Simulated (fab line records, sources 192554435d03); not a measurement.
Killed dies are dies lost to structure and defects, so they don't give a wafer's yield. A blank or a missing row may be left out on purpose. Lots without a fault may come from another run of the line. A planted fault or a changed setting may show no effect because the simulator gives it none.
fab line records | flow n5_finfet
record lots=6 wafers=15 last_day=18
route steps=1938 shown BEOL_M0@719 BEOL_M4@1111 PASSIVATION@1936
lots that met no fault: from a run of the same line without faults
start_h: hours from the record's first day to the start of the lot's first wafer shown | wait_h: hours since the lot's step before | " the same as in the row above | L1.1+2: a row that stands for several wafers | - no value, or no start given | * or withheld: withheld | < > ~ a bound
route shown NAME@n: a module of which the file shows steps, and the number in the route of the first | usual: mean/standard deviation of fault-free wafers | same: alike in all rows | chamber/n: place in a boat | sites: the reading at each site | _std_site: their standard deviation | _edge_site: outer sites' mean less inner sites' | radius_mm: how far each site lies from the wafer's centre | mask NAME#n: copy n | behind: the tool/chamber that last shaped the wafer | hold: why the lot was held/for how many hours/how that ended | device: the transistor (n, p or np) that didn't switch | end of line: the same wafers' tests at the end of the route | a step without rows: its recipe alone | killed: dies lost to structure and defects at the first sort, not the wafer's yield | map: a wafer's dies, x killed, . not, _ none there
set.NAME: the setting as run; set.NAME@STEP: as run at that earlier step | model.NAME: the simulator's own value behind a step, which no gauge read
lots at some steps of the route; a table a step, a row a wafer
services: from which hour (start_h, from the record's first day; less than 0 if before it) a tool's chamber was out of use, for how many hours, and why
## steps
# step N5_BEOL_M0_WET_ETCH_106
# recipe chemistry=DHF dilution=10:1 temp_c=25 target=SiO2 target_depth_a=1300 dry=ipa_marangoni rinse_time_s=30 rinse_temp_c=23
# step N5_BEOL_M0_ETCH_128
# recipe chemistry=CF4/N2 target_depth_a=120 overetch_a=51 target=SiCN time_s=21.4 ion_energy_ev=150 pressure_mtorr=40 source_w=430 bias_w=70 Ar_flow_sccm=100 cf4_flow_sccm=60 n2_flow_sccm=60
# step N5_BEOL_M0_TRENCH_ETCH_107
# recipe chemistry=C4F6/O2 target_depth_a=328 target=SiOC time_s=16.4 ion_energy_ev=250 pressure_mtorr=30 source_w=355 bias_w=185 Ar_flow_sccm=300 C4F6_flow_sccm=10 O2_flow_sccm=10
# usual drypump_motor_current_A=5.8/0.39 oes_product_au=0.81/0.1 rf_vpp_V=672/23 showerhead_plenum_p_Torr=2.88/0.066 throttle_valve_pct=20.79/0.23
# columns lot.wafer tool chamber start_h wait_h drypump_motor_current_A oes_product_au rf_hours_counter_h rf_vpp_V showerhead_plenum_p_Torr throttle_valve_pct
L535.1 rie_diel-05 3 132.62 0.0 6.1 0.71 216 669 2.81 20.99
L535.3 " 2 " " 5.7 0.80 106 689 2.96 20.71
L535.4 " 1 " " 6.1 0.92 - 665 2.91 20.49
L537.1 rie_diel-05 1 142.85 0.0 6.1 0.90 26 666 2.91 20.53
L537.2 " 3 " " 6.2 0.70 220 668 2.81 21.01
L537.5 " 1 " " 6.1 0.91 - 666 2.91 20.52
L538.2 rie_diel-06 1 149.71 0.0 6.5 0.71 245 693 2.93 20.89
L538.5 " 3 " " 5.7 0.90 - 652 2.89 20.43
L538.6 " 2 " " 6.4 1.00 - 703 2.89 20.47
L547.3 rie_diel-05 1 214.52 0.0 6.1 0.87 46 665 2.90 20.56
L547.5 " 2 " " 5.7 0.76 - 690 2.95 20.76
L548.4 rie_diel-04 0 214.58 0.0 5.3 0.99 1 694 2.93 20.86
L548.6 " 1 " " 5.4 0.70 - 656 2.89 20.83
L555.1 rie_diel-05 2 256.19 0.0 5.7 0.75 149 690 2.94 20.78
L555.5 " 2 " " 5.8 0.76 - 690 2.94 20.78
# step N5_BEOL_M0_STRIP_142
# recipe chemistry=N2/H2 time_s=10 power_w=450 temp_c=40 pressure_mtorr=20 rf_frequency_hz=6e+07 bias_power_w=7 n2_flow_sccm=200 h2_flow_sccm=200
# usual drypump_motor_current_A=5.8/0.39 h2_flow_sccm=200.0/0.56 oes_product_au=0.81/0.1 rf_vpp_V=59.3/0.83 showerhead_plenum_p_Torr=2.57/0.074 throttle_valve_pct=23.6/0.35
# columns lot.wafer tool chamber start_h wait_h drypump_motor_current_A h2_flow_sccm oes_product_au rf_hours_counter_h rf_vpp_V showerhead_plenum_p_Torr throttle_valve_pct
L535.1 rie_diel-05 3 132.64 0.0 6.1 200.1 0.70 216 58.6 2.53 24.1
L535.3 " 2 " " 5.7 199.6 0.80 106 60.0 2.69 23.9
L535.4 " 1 " " 6.1 199.4 0.92 - 59.0 2.59 23.2
L537.1 rie_diel-05 1 142.87 0.0 6.1 200.5 0.92 26 59.8 2.59 23.3
L537.2 " 3 " " 6.1 200.2 0.69 220 59.0 2.52 24.1
L537.5 " 1 " " 6.1 200.4 0.91 - 59.3 2.59 23.3
L538.2 rie_diel-06 1 149.73 0.0 6.5 199.1 0.69 245 59.4 2.59 23.4
L538.5 " 3 " " 5.7 199.2 0.93 - 58.1 2.60 23.3
L538.6 " 2 " " 6.4 200.1 0.96 - 59.8 2.58 23.2
L547.3 rie_diel-05 1 214.54 0.0 6.1 199.9 0.89 46 59.3 2.58 23.3
L547.5 " 2 " " 5.7 199.1 0.77 - 58.5 2.67 23.9
L548.4 rie_diel-04 0 214.60 0.0 5.3 199.7 0.97 1 57.2 2.59 23.3
L548.6 " 1 " " 5.4 200.9 0.71 - 59.4 2.62 24.2
L555.1 rie_diel-05 2 256.21 0.0 5.7 200.1 0.75 149 59.7 2.67 24.0
L555.5 " 2 " " 5.7 200.9 0.75 - 60.1 2.67 23.9
# step N5_BEOL_M0_OCD_MEAS_108
# usual trench_depth_nm=33.0/0.73
# columns lot.wafer tool chamber start_h wait_h trench_depth_nm
L535.1 ocd-01 - 132.73 0.1 32.2
L535.3 " - " " 33.9
L535.4 " - " " 33.9
L537.1 ocd-02 - 142.95 0.1 33.5
L537.2 " - " " 32.7
L537.5 " - " " 34.1
L538.2 ocd-01 - 149.81 0.1 33.0
L538.5 " - " " 32.7
L538.6 " - " " 32.8
L547.3 ocd-02 - 214.62 0.1 33.4
L547.5 " - " " 33.0
L548.4 ocd-01 - 214.68 0.1 33.6
L548.6 " - " " 32.6
L555.1 ocd-02 - 256.29 0.1 33.5
L555.5 " - " " 33.2
# step N5_BEOL_M0_HM_STRIP_129
# recipe chemistry=peroxide_tin_strip material=TiN target_depth_a=170 temp_c=50 time_s=108
# step N5_BEOL_M0_SRD_130
# recipe time_s=30 temp_c=23 rinse_liquid=diw dry=ipa_marangoni
# step N5_BEOL_M0_ETCH_109
# recipe chemistry=CH3F/O2 target_depth_a=80 overetch_a=24 target=SiCN time_s=27.4 ion_energy_ev=120 pressure_mtorr=30 source_w=395 bias_w=75 Ar_flow_sccm=150 CH3F_flow_sccm=30 O2_flow_sccm=20
# usual drypump_motor_current_A=5.8/0.45 oes_product_au=0.69/0.093 rf_vpp_V=297.7/1.4 showerhead_plenum_p_Torr=2.02/0.052 throttle_valve_pct=16.25/0.27
# columns lot.wafer tool chamber start_h wait_h drypump_motor_current_A oes_product_au rf_hours_counter_h rf_vpp_V showerhead_plenum_p_Torr throttle_valve_pct
L535.1 rie_diel-06 0 132.90 0.1 5.3 0.61 191 296.1 1.93 16.54
L535.3 " 3 " " 5.7 0.80 3 298.2 2.04 15.90
L535.4 " 1 " " 6.5 0.61 - 297.0 2.06 16.34
L537.1 rie_diel-06 3 143.06 0.0 5.7 0.79 9 298.3 2.04 15.89
L537.2 " 2 " " 6.4 0.87 1 298.8 2.03 15.94
L537.5 " 3 " " 5.7 0.79 - 298.8 2.04 15.91
L538.2 rie_diel-06 0 149.92 0.0 5.4 0.60 199 296.9 1.93 16.56
L538.5 " 1 " " 6.5 0.61 - 297.2 2.06 16.37
L538.6 " 2 " " 6.4 0.86 - 297.4 2.03 15.96
L547.3 rie_diel-04 3 214.73 0.0 5.3 0.60 243 297.6 1.97 16.63
L547.5 " 1 " " 5.3 0.60 - 298.0 2.04 16.41
L548.4 rie_diel-05 0 214.79 0.0 5.4 0.78 24 298.2 1.96 16.18
L548.6 " 3 " " 6.2 0.59 - 296.6 1.96 16.52
L555.1 rie_diel-06 0 256.61 0.2 5.3 0.58 234 294.1 1.92 16.62
L555.5 " 0 " " 5.3 0.58 - 294.9 1.92 16.62
# step N5_BEOL_M0_STRIP_139
# recipe chemistry=post_etch_residue_remover time_s=60 temp_c=25 remover_ph=withheld remover_water_wt_pct=withheld remover_fluoride_wt_pct=withheld
# step N5_BEOL_M0_SRD_111
# recipe time_s=30 temp_c=23 rinse_liquid=diw dry=ipa_marangoni
# step N5_BEOL_M0_DEGAS_112
# recipe ambient=vacuum temp_c=250 time_s=60
# usual heater_power_w=325/22
# columns lot.wafer tool chamber start_h wait_h heater_power_w
L535.1 pvd_sputter-02 - 133.43 0.4 355
L535.3 " - " " 309
L535.4 " - " " 369
L537.1 pvd_sputter-01 - 143.39 0.2 326
L537.2 " - " " 318
L537.5 " - " " 325
L538.2 pvd_sputter-01 - 150.33 0.3 311
L538.5 " - " " 327
L538.6 " - " " 304
L547.3 pvd_sputter-01 - 215.40 0.5 302
L547.5 " - " " 311
L548.4 pvd_sputter-03 - 215.44 0.5 348
L548.6 " - " " 357
L555.1 pvd_sputter-01 - 258.62 1.9 323
L555.5 " - " " 304
# step N5_BEOL_M0_PRE_CLEAN_113
# recipe gas=H2/He time_s=30 temp_c=250
# usual heater_power_w=325/22
# columns lot.wafer tool chamber start_h wait_h heater_power_w
L535.1 pvd_sputter-02 - 133.47 0.0 364
L535.3 " - " " 307
L535.4 " - " " 368
L537.1 pvd_sputter-01 - 143.43 0.0 327
L537.2 " - " " 309
L537.5 " - " " 320
L538.2 pvd_sputter-01 - 150.37 0.0 314
L538.5 " - " " 330
L538.6 " - " " 303
L547.3 pvd_sputter-01 - 215.44 0.0 308
L547.5 " - " " 304
L548.4 pvd_sputter-03 - 215.48 0.0 343
L548.6 " - " " 362
L555.1 pvd_sputter-01 - 258.66 0.0 329
L555.5 " - " " 304
# step N5_BEOL_M0_ALD_136
# recipe material=TaN target_thk_a=* temp_c=275 ald_precursor_family=PDMAT ald_co_reactant=NH3 pressure_torr=3 carrier_flow_sccm=1500 pulse_time_s=2 purge_time_s=3 co_reactant_purge_time_s=2 co_reactant_pulse_time_s=3 ald_cycles=30 precursor_vessel_temp_c=75 precursor_vessel_pressure_torr=26.25 precursor_vessel_carrier_sccm=1000
# usual co_reactant_pulse_time_s=3/0 heater_power_w=416/33
# same purge_time_s=3
# columns lot.wafer tool chamber start_h wait_h co_reactant_pulse_time_s heater_power_w
L535.1 ald_metal-01 1 133.53 0.0 3 406
L535.3 " 0 " " 3 424
L535.4 " 3 " " 3 392
L537.1 ald_metal-03 0 143.49 0.0 3 422
L537.2 " 1 " " 3 486
L537.5 " 3 " " 3 355
L538.2 ald_metal-02 3 150.46 0.1 3 419
L538.5 " 2 " " 3 386
L538.6 " 3 " " 3 433
L547.3 ald_metal-01 1 215.50 0.0 2.7177 398
L547.5 " 2 " " 3 438
L548.4 ald_metal-01 2 215.74 0.2 2.7177 440
L548.6 " 0 " " 3 430
L555.1 ald_metal-02 1 258.72 0.0 3 411
L555.5 " 3 " " 3 423
# step N5_BEOL_M0_SURFACE_TREAT_137
# recipe gas=Ar time_s=* ion_energy_ev=* ion_current_ma_cm2=0.5 pressure_mtorr=* ar_flow_sccm=30
# step N5_BEOL_M4_RC_MEAS_101
# usual DIBL_N=36.1/2 DIBL_P=36.3/2.5 IOFF_N=0.16/0.037 IOFF_P=0.21/0.039 ION_N=678/15 ION_P=465/8.7 SS_N=71.4/0.7 SS_P=73.3/0.74 VT_N=249/3.6 VT_P=-250.0/2.9
# columns lot.wafer tool chamber start_h wait_h DIBL_N[mV/V] DIBL_P[mV/V] IOFF_N[nA/um] IOFF_P[nA/um] ION_N[uA/um] ION_P[uA/um] SS_N[mV/dec] SS_P[mV/dec] VT_N[mV] VT_P[mV]
L535.1 prober-02 0 181.07 0.0 37.8 37.0 0.16 0.24 687 473 71.6 73.8 250 -247.3
L535.3 " 0 " " 35.7 32.9 0.12 0.18 654 451 71.3 72.5 254 -252.8
L535.4 " 0 " " 33.7 31.7 0.09 0.17 640 449 70.3 72.8 256 -252.8
L537.1 prober-02 0 197.80 0.0 33.9 35.8 0.13 0.19 665 464 71.0 72.8 254 -252.9
L537.2 " 0 " " 36.1 37.4 0.16 0.20 682 467 71.2 73.4 251 -253.5
L537.5 " 0 " " 33.3 34.6 0.12 0.18 668 462 70.1 73.2 255 -254.2
L538.2 prober-01 0 198.62 0.3 35.9 36.7 0.17 0.19 696 466 71.3 73.4 249 -250.6
L538.5 " 0 " " 33.3 33.6 0.12 0.16 678 460 70.2 72.2 251 -255.6
L538.6 " 0 " " 34.7 36.6 0.15 0.21 692 477 71.9 73.4 248 -249.1
L548.4 prober-02 0 284.42 0.5 35.1 36.4 0.14 0.18 683 468 71.0 73.1 250 -252.0
L548.6 " 0 " " 32.7 32.8 0.12 0.14 663 449 70.2 72.4 252 -257.2
L547.3 prober-02 0 285.19 0.9 35.1 32.8 0.14 0.16 672 454 71.0 72.8 254 -252.4
L547.5 " 0 " " 38.4 38.8 0.22 0.26 708 477 72.1 73.6 246 -246.3
L555.1 prober-02 0 313.10 0.0 34.4 35.3 0.13 0.20 663 456 70.3 73.5 250 -248.7
L555.5 " 0 " " 32.6 32.2 0.11 0.16 674 474 70.5 72.4 252 -252.8
# step N5_PASSIVATION_PROBE_49
# usual defect_limited_yield=91.1/1.3 killed_at_M0_to_M3=32/9.7 killed_at_M4_up=16/6 killed_at_contacts=12/5.9 killed_at_front_end=41/11 killed_at_other=4/3.1 killed_dies=104/16 killed_open=68/12 killed_short=34/7.4 sort_bin_5_function=5.1/0.85 sort_bin_6_memory=3.3/0.66 sort_bin_8_speed=0.1/0.53 sort_n_pass=1075/16 sort_yield_pct=91.1/1.4
# same gross_dies=1180 killed_at_back_side=0 sort_bin_4_leakage[%]=0
# columns lot.wafer tool chamber start_h wait_h defect_limited_yield[%] killed_at_M0_to_M3 killed_at_M4_up killed_at_contacts killed_at_front_end killed_at_other killed_dies killed_open killed_short sort_bin_5_function[%] sort_bin_6_memory[%] sort_bin_8_speed[%] sort_n_pass sort_yield_pct[%]
L535.1 prober-02 - 300.87 0.0 92.8 25 8 8 35 9 85 49 35 4.6 2.4 0 1095 92.8
L535.3 prober-02 - 300.97 0.1 91.8 17 32 8 33 7 97 66 29 4.6 3.1 0 1083 91.8
L535.4 prober-02 - 301.02 0.2 90.4 32 14 16 44 7 113 73 37 4.6 4.6 0.8 1058 89.7
L537.1 prober-01 - 313.94 0.0 90.0 63 10 10 30 5 118 72 45 6.5 3.1 0 1062 90.0
L537.2 prober-01 - 313.99 0.1 90.8 36 18 13 38 4 109 78 31 5.3 3.6 0 1071 90.8
L537.5 prober-01 - 314.14 0.2 91.9 42 16 17 17 4 96 69 25 3.8 4.1 0 1084 91.9
L548.4 prober-02 - 394.80 0.2 92.2 35 5 20 31 1 92 58 32 5.7 1.9 0 1088 92.2
L548.6 prober-02 - 394.90 0.3 93.1 12 21 12 35 2 82 62 18 4.2 2.5 0 1098 93.1
L547.3 prober-02 - 399.05 0.1 90.9 40 16 5 41 5 107 66 40 5.3 3.2 0 1073 90.9
L547.5 prober-02 - 399.15 0.2 89.9 50 13 6 46 4 119 86 33 5.9 3.6 0 1061 89.9
# killed by level:class
L535.1 FIN_SAQP:geometric_particle:short=12 FIN_SAQP:geometric_particle:open=7 MOL_CONTACT_COAG:geometric_particle:open=7 BEOL_M2:geometric_particle:open=6 BEOL_M4:geometric_particle:open=6 BEOL_M0_SAQP:geometric_particle:open=5 GATE_CUT:geometric_particle:short=4 BEOL_M2:geometric_particle:short=4
L535.3 BEOL_M4:geometric_particle:open=19 FIN_SAQP:geometric_particle:open=11 MOL_CONTACT_COAG:geometric_particle:open=6 BEOL_M3:geometric_particle:open=6 BEOL_M5:geometric_particle:open=5 STARTING-WAFER:geometric_particle:short=5 FIN_SAQP:geometric_particle:short=4 ILD0:geometric_particle:short=4
L535.4 MOL_CONTACT_COAG:geometric_particle:open=15 FIN_SAQP:geometric_particle:open=8 ILD0:geometric_particle:short=8 BEOL_M2:geometric_particle:open=7 BEOL_M0_SAQP:geometric_particle:open=6 BEOL_M0_SAQP:geometric_particle:short=6 BEOL_M3:geometric_particle:open=6 BEOL_M4:geometric_particle:open=6
L537.1 BEOL_M0_SAQP:geometric_particle:short=14 BEOL_M2:geometric_particle:open=14 BEOL_M3:geometric_particle:open=13 BEOL_M0_SAQP:geometric_particle:open=10 FIN_SAQP:geometric_particle:short=6 DUMMY_GATE:geometric_particle:open=6 MOL_CONTACT_COAG:geometric_particle:open=6 FIN_SAQP:geometric_particle:open=4
L537.2 STI_FIN_REVEAL:geometric_particle:open=9 BEOL_M3:geometric_particle:open=9 BEOL_M4:geometric_particle:open=8 MOL_CONTACT_COAG:geometric_particle:open=7 BEOL_M0_SAQP:geometric_particle:open=7 BEOL_M2:geometric_particle:open=7 MOL_CONTACT_COAG:geometric_particle:short=6 STARTING-WAFER:geometric_particle:short=5
L537.5 MOL_CONTACT_COAG:geometric_particle:open=13 BEOL_M2:geometric_particle:open=11 BEOL_M3:geometric_particle:open=7 BEOL_M4:geometric_particle:open=6 BEOL_M0_SAQP:geometric_particle:open=5 BEOL_M1:geometric_particle:open=5 STI_FIN_REVEAL:geometric_particle:open=4 BEOL_M0_SAQP:geometric_particle:short=4
L548.4 MOL_CONTACT_COAG:geometric_particle:open=17 BEOL_M0_SAQP:geometric_particle:open=8 FIN_SAQP:geometric_particle:open=6 GATE_CUT:geometric_particle:short=6 BEOL_M2:geometric_particle:open=5 BEOL_M3:geometric_particle:open=5 STI_FIN_REVEAL:geometric_particle:open=4 BEOL_M1:geometric_particle:open=4
L548.6 STI_FIN_REVEAL:geometric_particle:open=12 BEOL_M4:geometric_particle:open=11 MOL_CONTACT_COAG:geometric_particle:open=10 FIN_SAQP:geometric_particle:open=6 BEOL_M0_SAQP:geometric_particle:short=6 DUMMY_GATE:geometric_particle:open=5 BEOL_M2:geometric_particle:open=5 FIN_CUT:geometric_particle:short=2
L547.3 FIN_SAQP:geometric_particle:short=13 FIN_SAQP:geometric_particle:open=12 BEOL_M2:geometric_particle:open=11 BEOL_M0_SAQP:geometric_particle:open=8 BEOL_M0_SAQP:geometric_particle:short=8 STARTING-WAFER:geometric_particle:short=5 GATE_CUT:geometric_particle:short=4 MOL_CONTACT_COAG:geometric_particle:open=4
L547.5 BEOL_M2:geometric_particle:open=15 FIN_SAQP:geometric_particle:open=13 BEOL_M0_SAQP:geometric_particle:open=12 BEOL_M0_SAQP:geometric_particle:short=8 BEOL_M3:geometric_particle:open=8 FIN_SAQP:geometric_particle:short=7 DUMMY_GATE:geometric_particle:open=7 BEOL_M4:geometric_particle:open=7
## services
# columns tool chamber start_h hours kind
rie_diel-06 3 109.47 - clean
rie_diel-06 3 109.47 - consumable_replace:focus_ring
pvd_sputter-01 - 118.52 3.9 repair
rie_diel-05 0 124.16 - clean
rie_diel-05 0 124.16 - consumable_replace:focus_ring
rie_diel-05 0 124.16 14.1 scheduled_down
rie_diel-05 0 124.16 14.1 vent_cycle
ald_metal-03 - 129.05 2.8 pm
ald_metal-02 1 151.25 1.7 repair
ald_metal-02 - 151.83 8.7 pm
ald_metal-01 - 163.46 14.6 pm
rie_diel-05 0 167.07 5.0 repair
rie_diel-04 2 175.54 3.6 repair
ald_metal-02 - 178.46 6.0 pm
rie_diel-05 1 183.42 12.0 repair
rie_diel-05 - 205.16 0.7 repair
ald_metal-01 2 216.17 2.4 repair
rie_diel-05 - 218.37 0.1 repair
ald_metal-02 3 226.31 2.8 repair
rie_diel-05 3 242.46 40.9 repair
ald_metal-01 0 244.90 1.6 repair
ald_metal-02 2 249.40 6.7 repair
rie_diel-04 1 252.29 3.0 repair
ald_metal-01 0 255.86 4.0 repair
## key
first_sign step=N5_BEOL_M0_ALD_136 reading=co_reactant_pulse_time_s direction=down sigmas=99+ usual=* struck=*
effect none on later readings
met_at N5_BEOL_M0_ALD_136
struck_wafers L547.3,L548.4
onset_between 133.53 215.50
fault kind=process_parameter_drift tool=ald_metal-01 chamber=- onset_h=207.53 steps=N5_BEOL_M0_ALD_136 channel=co_reactant_pulse_time_s offset=* shape=step end_h=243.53 scope=struck_wafers_only acts_in=* stated=*
